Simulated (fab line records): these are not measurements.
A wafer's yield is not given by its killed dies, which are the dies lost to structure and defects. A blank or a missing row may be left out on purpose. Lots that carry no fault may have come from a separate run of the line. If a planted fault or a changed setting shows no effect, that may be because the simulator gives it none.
Chamber matching / flow nand-harc / NHARC_P_ZERO_WELL_ETCH_65 on rie-diel-02 has 4 sister chambers
The step etches the open film in N2/H2, target depth 80 nm, overetch 24 nm, time 87.88 s. 16 wafers are shown with their chamber, then 8 later ones without.

WAFERS, EACH WITH ITS CHAMBER
wafer=L074.1; chamber=0; drypump-motor-current-A (A)=5.4; rf-vpp-V (V)=428.2; oes-product-au (a.u.)=1.009
wafer=L074.2; chamber=2; drypump-motor-current-A (A)=5.8; rf-vpp-V (V)=431.9; oes-product-au (a.u.)=1.001
wafer=L074.3; chamber=3; drypump-motor-current-A (A)=5.9; rf-vpp-V (V)=432.8; oes-product-au (a.u.)=0.991
wafer=L076.3; chamber=3; drypump-motor-current-A (A)=6.0; rf-vpp-V (V)=433.5; oes-product-au (a.u.)=1.010
wafer=L076.5; chamber=1; drypump-motor-current-A (A)=6.4; rf-vpp-V (V)=430.4; oes-product-au (a.u.)=0.988
wafer=L076.6; chamber=2; drypump-motor-current-A (A)=5.9; rf-vpp-V (V)=431.7; oes-product-au (a.u.)=1.011
wafer=L078.1; chamber=0; drypump-motor-current-A (A)=5.4; rf-vpp-V (V)=427.6; oes-product-au (a.u.)=1.002
wafer=L078.4; chamber=3; drypump-motor-current-A (A)=5.9; rf-vpp-V (V)=434.6; oes-product-au (a.u.)=1.004
wafer=L078.5; chamber=2; drypump-motor-current-A (A)=5.8; rf-vpp-V (V)=432.5; oes-product-au (a.u.)=1.004
wafer=L083.1; chamber=0; drypump-motor-current-A (A)=5.5; rf-vpp-V (V)=430.7; oes-product-au (a.u.)=1.010
wafer=L083.2; chamber=3; drypump-motor-current-A (A)=5.9; rf-vpp-V (V)=433.4; oes-product-au (a.u.)=0.994
wafer=L083.4; chamber=3; drypump-motor-current-A (A)=5.9; rf-vpp-V (V)=433.5; oes-product-au (a.u.)=1.007
wafer=L084.2; chamber=3; drypump-motor-current-A (A)=5.9; rf-vpp-V (V)=431.9; oes-product-au (a.u.)=1.003
wafer=L084.4; chamber=3; drypump-motor-current-A (A)=5.9; rf-vpp-V (V)=433.9; oes-product-au (a.u.)=1.005
wafer=L084.5; chamber=1; drypump-motor-current-A (A)=6.4; rf-vpp-V (V)=430.6; oes-product-au (a.u.)=0.989
wafer=L093.3; chamber=0; drypump-motor-current-A (A)=5.4; rf-vpp-V (V)=429.2; oes-product-au (a.u.)=1.017

SIGNATURES, as means of the wafers listed above
reading=drypump-motor-current-A; chamber 0=5.425; chamber 1=6.400; chamber 2=5.833; chamber 3=5.914; scatter within a chamber=0.0435
reading=rf-vpp-V; chamber 0=428.925; chamber 1=430.500; chamber 2=432.033; chamber 3=433.371; scatter within a chamber=0.921
reading=oes-product-au; chamber 0=1.00950; chamber 1=0.98850; chamber 2=1.00533; chamber 3=1.00200; scatter within a chamber=0.00615
Rule: a wafer lies at a distance from a chamber equal to the root of the sum of squares, over the readings, of (its reading less the chamber's mean, divided by the reading's scatter). If the next closest chamber is less than 2 further off than the closest, the wafer can't be placed; otherwise it belongs to the closest. The scatter: take each reading less its chamber's mean, square it, sum over the shown wafers, divide by the number of wafers less the number of chambers, and take the root.

WAFERS MISSING THEIR CHAMBER
wafer=L093.4; drypump-motor-current-A (A)=6.4; rf-vpp-V (V)=431.4; oes-product-au (a.u.)=0.989
wafer=L093.5; drypump-motor-current-A (A)=6.4; rf-vpp-V (V)=431.7; oes-product-au (a.u.)=0.992
wafer=L093.1; drypump-motor-current-A (A)=5.8; rf-vpp-V (V)=433.1; oes-product-au (a.u.)=1.012
wafer=L093.2; drypump-motor-current-A (A)=5.9; rf-vpp-V (V)=434.8; oes-product-au (a.u.)=1.003
wafer=L093.6; drypump-motor-current-A (A)=5.4; rf-vpp-V (V)=428.8; oes-product-au (a.u.)=1.005
wafer=L096.1; drypump-motor-current-A (A)=6.3; rf-vpp-V (V)=430.8; oes-product-au (a.u.)=0.981
wafer=L096.3; drypump-motor-current-A (A)=5.8; rf-vpp-V (V)=431.1; oes-product-au (a.u.)=0.999
wafer=L096.4; drypump-motor-current-A (A)=5.9; rf-vpp-V (V)=435.3; oes-product-au (a.u.)=1.010

CHAMBER TAKEN BY EACH
wafer=L093.4; from the rows above=1; in truth=1
wafer=L093.5; from the rows above=1; in truth=1
wafer=L093.1; from the rows above=can't be placed: 2 or 3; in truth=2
wafer=L093.2; from the rows above=can't be placed: 3 or 2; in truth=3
wafer=L093.6; from the rows above=0; in truth=0
wafer=L096.1; from the rows above=1; in truth=1
wafer=L096.3; from the rows above=can't be placed: 2 or 3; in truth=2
wafer=L096.4; from the rows above=can't be placed: 3 or 2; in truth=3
Placed correctly: 4 of 8. Cannot be placed on the basis of these rows: 4; the candidates contain the true chamber in 4. Wrongly placed: 0.
